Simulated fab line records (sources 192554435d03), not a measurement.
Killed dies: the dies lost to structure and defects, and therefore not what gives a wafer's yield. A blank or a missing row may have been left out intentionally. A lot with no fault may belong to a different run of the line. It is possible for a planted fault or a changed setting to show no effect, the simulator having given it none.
Check of tool commonality | flow n5-finfet | 30 wafers sampled across 10 lots

WHAT PROMPTED THE OPENING
At N5_BEOL_M4_RC_MEAS_101 the reading REXT_N is flagged on 2 of 10 lots. Wafers without a fault read 75.1 ohm.um, standard deviation 1.8.
Rule: a lot gets a flag if all its wafers with a number sit over 4 standard deviations from that mean, or if no wafer of it has a number. The rest of the lots are taken to be sound.

lot  | measured     | on        | REXT_N (ohm.um), wafer by wafer | flag
L276 | day 8 10:36  | prober-02 | 76.9 78.4 79.0                  |
L280 | day 9 14:58  | prober-02 | 75.0 76.1 75.6                  |
L281 | day 9 20:05  | prober-02 | 75.3 76.3 76.7                  |
L284 | day 10 12:09 | prober-02 | 73.4 73.5 72.8                  |
L285 | day 11 10:22 | prober-01 | 75.3 75.0 75.7                  |
L286 | day 11 12:47 | prober-02 | 75.0 75.4 74.3                  |
L294 | day 13 10:14 | prober-01 | 85.6 86.3 86.8                  | FLAGGED
L296 | day 13 14:39 | prober-02 | 87.3 87.7 86.1                  | FLAGGED
L297 | day 13 18:20 | prober-02 | 73.4 72.0 73.1                  |
L298 | day 14 09:39 | prober-01 | 75.8 75.2 75.6                  |
The numbers of the flagged lots are 86.6 ohm.um on average: +11.5 ohm.um against the usual, or +6 standard deviations.

WHICH TOOL EACH LOT WENT THROUGH
Before the reading, the record contains 2 process steps out of a 1938-step route. Every cell lists first the tool, next ch and the chambers used by the sampled wafers, and last the start.
lot  | flag    | N5_SD_EPI_N_ETCHBACK_44           | N5_SD_EPI_N_VAPOR_ETCH_50
L276 |         | rie-diel-05 ch 0,2,3, day 3 03:20 | epi-rpcvd-01 ch 0, day 3 04:29
L280 |         | rie-diel-01 ch 1,2,3, day 4 03:44 | epi-rpcvd-02 ch 0, day 4 05:19
L281 |         | rie-diel-05 ch 0,2, day 4 08:35   | epi-rpcvd-01 ch 0, day 4 09:40
L284 |         | rie-diel-01 ch 1,3, day 5 05:23   | epi-rpcvd-01 ch 0, day 5 06:29
L285 |         | rie-diel-01 ch 0,2,3, day 5 10:14 | epi-rpcvd-01 ch 0, day 5 11:22
L286 |         | rie-diel-04 ch 0,2,3, day 5 13:00 | epi-rpcvd-02 ch 0, day 5 14:10
L294 | FLAGGED | rie-diel-05 ch 0,2,3, day 7 19:26 | epi-rpcvd-01 ch 0, day 7 20:44
L296 | FLAGGED | rie-diel-01 ch 0,2,3, day 8 08:11 | epi-rpcvd-01 ch 0, day 8 09:23
L297 |         | rie-diel-01 ch 0,3, day 8 12:53   | epi-rpcvd-03 ch 0, day 8 14:03
L298 |         | rie-diel-05 ch 1,2, day 8 16:16   | epi-rpcvd-03 ch 0, day 8 17:21
What these steps do:
- N5_SD_EPI_N_ETCHBACK_44: etches SiNx in CH3F/O2, stops on SiO2, target depth 14.5 nm.
- N5_SD_EPI_N_VAPOR_ETCH_50: etches Si in HCl, time 54 s.
- N5_BEOL_M4_RC_MEAS_101

FLAGGED AGAINST TOTAL, ONE TOOL AT A TIME (gauges that did the reading follow at the end)
step                      | tool         | lots run | flagged | share of the flagged lots | sound lots run after its first flagged lot
N5_SD_EPI_N_ETCHBACK_44   | rie-diel-01  | 5        | 1       | some                      | 1 (L297)
N5_SD_EPI_N_ETCHBACK_44   | rie-diel-04  | 1        | 0       | none                      | -
N5_SD_EPI_N_ETCHBACK_44   | rie-diel-05  | 4        | 1       | some                      | 1 (L298)
N5_SD_EPI_N_VAPOR_ETCH_50 | epi-rpcvd-01 | 6        | 2       | all                       | 0
N5_SD_EPI_N_VAPOR_ETCH_50 | epi-rpcvd-02 | 2        | 0       | none                      | -
N5_SD_EPI_N_VAPOR_ETCH_50 | epi-rpcvd-03 | 2        | 0       | none                      | -
N5_BEOL_M4_RC_MEAS_101    | prober-01    | 3        | 1       | some                      | 1 (L298)
N5_BEOL_M4_RC_MEAS_101    | prober-02    | 7        | 1       | some                      | 1 (L297)

WHAT IS ALLOWED BY THE TABLE
1 row of the table ran every flagged lot: epi-rpcvd-01 at N5_SD_EPI_N_VAPOR_ETCH_50.
- epi-rpcvd-01 at N5_SD_EPI_N_VAPOR_ETCH_50: 2 of its 6 lots flagged. Its last sound lot is L285 (day 5 11:22), its first flagged lot L294 (day 7 20:44): a fault that began between those two fits. Its own readings lie more than 4 standard deviations out on every wafer of the flagged lots: susceptor-temp-C.
Just one tool remains: epi-rpcvd-01 at N5_SD_EPI_N_VAPOR_ETCH_50.

WHAT THE SIMULATOR HAD PUT IN
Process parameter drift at N5_SD_EPI_N_VAPOR_ETCH_50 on epi-rpcvd-01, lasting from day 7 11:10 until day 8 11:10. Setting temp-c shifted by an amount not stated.
Shown lots that were struck: L294, L296. The rule above found the same.
